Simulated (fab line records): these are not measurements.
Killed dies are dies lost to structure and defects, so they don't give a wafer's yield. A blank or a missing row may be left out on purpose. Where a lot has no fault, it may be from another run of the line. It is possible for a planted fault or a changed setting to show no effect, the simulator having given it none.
Which of the tools did it? :: flow n5Finfet :: 12 lots, 36 wafers sampled, at 5 steps of a route of 1938

== WHAT THE GAUGES SHOWED, per wafer ==
N5_GATE_CUT_THK_MEAS_24.
lot: L075
measured: day 4 20:28
on: filmMetro-01
GC_FILL_THK (nm): 216.9 220.4 219.6

lot: L077
measured: day 5 10:57
on: filmMetro-01
GC_FILL_THK (nm): 219.2 217.3 216.5

lot: L079
measured: day 6 01:56
on: filmMetro-02
GC_FILL_THK (nm): 216.5 220.3 220.8

lot: L081
measured: day 6 13:15
on: filmMetro-01
GC_FILL_THK (nm): 218.8 221.3 219.1

lot: L083
measured: day 6 20:22
on: filmMetro-02
GC_FILL_THK (nm): 220.2 224.7 222.3

lot: L085
measured: day 7 09:01
on: filmMetro-01
GC_FILL_THK (nm): 221.2 221.4 221.8

lot: L087
measured: day 7 22:47
on: filmMetro-01
GC_FILL_THK (nm): 216.5 219.9 220.1

lot: L089
measured: day 8 08:59
on: filmMetro-01
GC_FILL_THK (nm): 219.9 221.2 221.6

lot: L091
measured: day 8 20:25
on: filmMetro-02
GC_FILL_THK (nm): 214.8 217.5 219.4

lot: L093
measured: day 9 10:34
on: filmMetro-02
GC_FILL_THK (nm): 223.9 218.9 223.2

lot: L095
measured: day 9 21:04
on: filmMetro-02
GC_FILL_THK (nm): 220.7 218.9 224.4

lot: L097
measured: day 10 11:53
on: filmMetro-02
GC_FILL_THK (nm): 220.5 217.8 221.0

== TOOL THAT RAN EACH LOT (tool first, then ch and the chambers of the sampled wafers, then the start) ==
lot: L075
N5_HKMG_FIN_ETCH_67: rieDiel-06 ch 0,1,2, day 4 11:44
N5_GATE_CUT_ETCH_28: rieDiel-01 ch 0,1, day 4 17:46
N5_GATE_CUT_STRIP_42: rieDiel-01 ch 0,1, day 4 17:59
N5_GATE_CUT_STRIP_21: plasmaAsher-02 ch 0,1, day 4 18:29

lot: L077
N5_HKMG_FIN_ETCH_67: rieDiel-03 ch 0,1,3, day 4 21:56
N5_GATE_CUT_ETCH_28: rieDiel-05 ch 0,1,2, day 5 08:22
N5_GATE_CUT_STRIP_42: rieDiel-05 ch 0,1,2, day 5 08:35
N5_GATE_CUT_STRIP_21: plasmaAsher-02 ch 0,1, day 5 09:01

lot: L079
N5_HKMG_FIN_ETCH_67: rieDiel-04 ch 1,2,3, day 5 16:47
N5_GATE_CUT_ETCH_28: rieDiel-02 ch 0,2,3, day 5 23:11
N5_GATE_CUT_STRIP_42: rieDiel-02 ch 0,2,3, day 5 23:23
N5_GATE_CUT_STRIP_21: plasmaAsher-01 ch 0,1, day 5 23:52

lot: L081
N5_HKMG_FIN_ETCH_67: rieDiel-04 ch 0,2,3, day 6 04:19
N5_GATE_CUT_ETCH_28: rieDiel-01 ch 0,2,3, day 6 10:21
N5_GATE_CUT_STRIP_42: rieDiel-01 ch 0,2,3, day 6 10:34
N5_GATE_CUT_STRIP_21: plasmaAsher-02 ch 0,1, day 6 11:16

lot: L083
N5_HKMG_FIN_ETCH_67: rieDiel-06 ch 1,2,3, day 6 11:17
N5_GATE_CUT_ETCH_28: rieDiel-01 ch 0,1, day 6 17:39
N5_GATE_CUT_STRIP_42: rieDiel-01 ch 0,1, day 6 17:52
N5_GATE_CUT_STRIP_21: plasmaAsher-02 ch 0,1, day 6 18:18

lot: L085
N5_HKMG_FIN_ETCH_67: rieDiel-04 ch 0,1, day 7 00:10
N5_GATE_CUT_ETCH_28: rieDiel-02 ch 0,1,3, day 7 06:15
N5_GATE_CUT_STRIP_42: rieDiel-02 ch 0,1,3, day 7 06:28
N5_GATE_CUT_STRIP_21: plasmaAsher-02 ch 0,1, day 7 07:04

lot: L087
N5_HKMG_FIN_ETCH_67: rieDiel-06 ch 0,1,2, day 7 12:34
N5_GATE_CUT_ETCH_28: rieDiel-05 ch 1,2,3, day 7 19:59
N5_GATE_CUT_STRIP_42: rieDiel-05 ch 1,2,3, day 7 20:12
N5_GATE_CUT_STRIP_21: plasmaAsher-02 ch 0,1, day 7 20:38

lot: L089
N5_HKMG_FIN_ETCH_67: rieDiel-06 ch 0,2, day 8 00:07
N5_GATE_CUT_ETCH_28: rieDiel-01 ch 0,1,3, day 8 06:13
N5_GATE_CUT_STRIP_42: rieDiel-01 ch 0,1,3, day 8 06:25
N5_GATE_CUT_STRIP_21: plasmaAsher-02 ch 0, day 8 07:02

lot: L091
N5_HKMG_FIN_ETCH_67: rieDiel-03 ch 0,3, day 8 11:48
N5_GATE_CUT_ETCH_28: rieDiel-02 ch 0,3, day 8 17:50
N5_GATE_CUT_STRIP_42: rieDiel-02 ch 0,3, day 8 18:02
N5_GATE_CUT_STRIP_21: plasmaAsher-01 ch 1, day 8 18:29

lot: L093
N5_HKMG_FIN_ETCH_67: rieDiel-04 ch 0,1,3, day 9 02:00
N5_GATE_CUT_ETCH_28: rieDiel-01 ch 1,2, day 9 07:58
N5_GATE_CUT_STRIP_42: rieDiel-01 ch 1,2, day 9 08:11
N5_GATE_CUT_STRIP_21: plasmaAsher-02 ch 0,1, day 9 08:37

lot: L095
N5_HKMG_FIN_ETCH_67: rieDiel-03 ch 1,3, day 9 12:45
N5_GATE_CUT_ETCH_28: rieDiel-02 ch 0,1,3, day 9 18:28
N5_GATE_CUT_STRIP_42: rieDiel-02 ch 0,1,3, day 9 18:41
N5_GATE_CUT_STRIP_21: plasmaAsher-01 ch 0,1, day 9 19:07

lot: L097
N5_HKMG_FIN_ETCH_67: rieDiel-03 ch 1,2,3, day 10 02:34
N5_GATE_CUT_ETCH_28: rieDiel-02 ch 0,1, day 10 09:15
N5_GATE_CUT_STRIP_42: rieDiel-02 ch 0,1, day 10 09:28
N5_GATE_CUT_STRIP_21: plasmaAsher-01 ch 0,1, day 10 09:56
- N5_HKMG_FIN_ETCH_67: etches SOC in N2/H2, stops on TiN, target depth 388.9 nm.
- N5_GATE_CUT_ETCH_28: etches underlayer in N2/H2, target depth 13 nm, time 10.4 s.
- N5_GATE_CUT_STRIP_42: strips in O2.
- N5_GATE_CUT_STRIP_21: strips in N2/H2, time 30 s.

== THE ANSWER, worked out from the rows above alone ==
Rule: the usual values come from the lots themselves. Put in order of their means at a reading, lots are off if they are a third of the lots or fewer, leave a main group of 4 or more, and stand apart from it by a gap of 3 or more times the standard deviation of the main group's means; of several such gaps the widest counts. A main group whose means are all the same, to the digits that the tables above print for the reading, isn't used. Also off: a lot with no number at a reading for which 4 or more lots have one. Any other lot the step has rows for is counted as sound.
No lot is off on any of the readings shown, so nothing can be concluded from this.

== WHAT THE SIMULATOR HAD PUT IN ==
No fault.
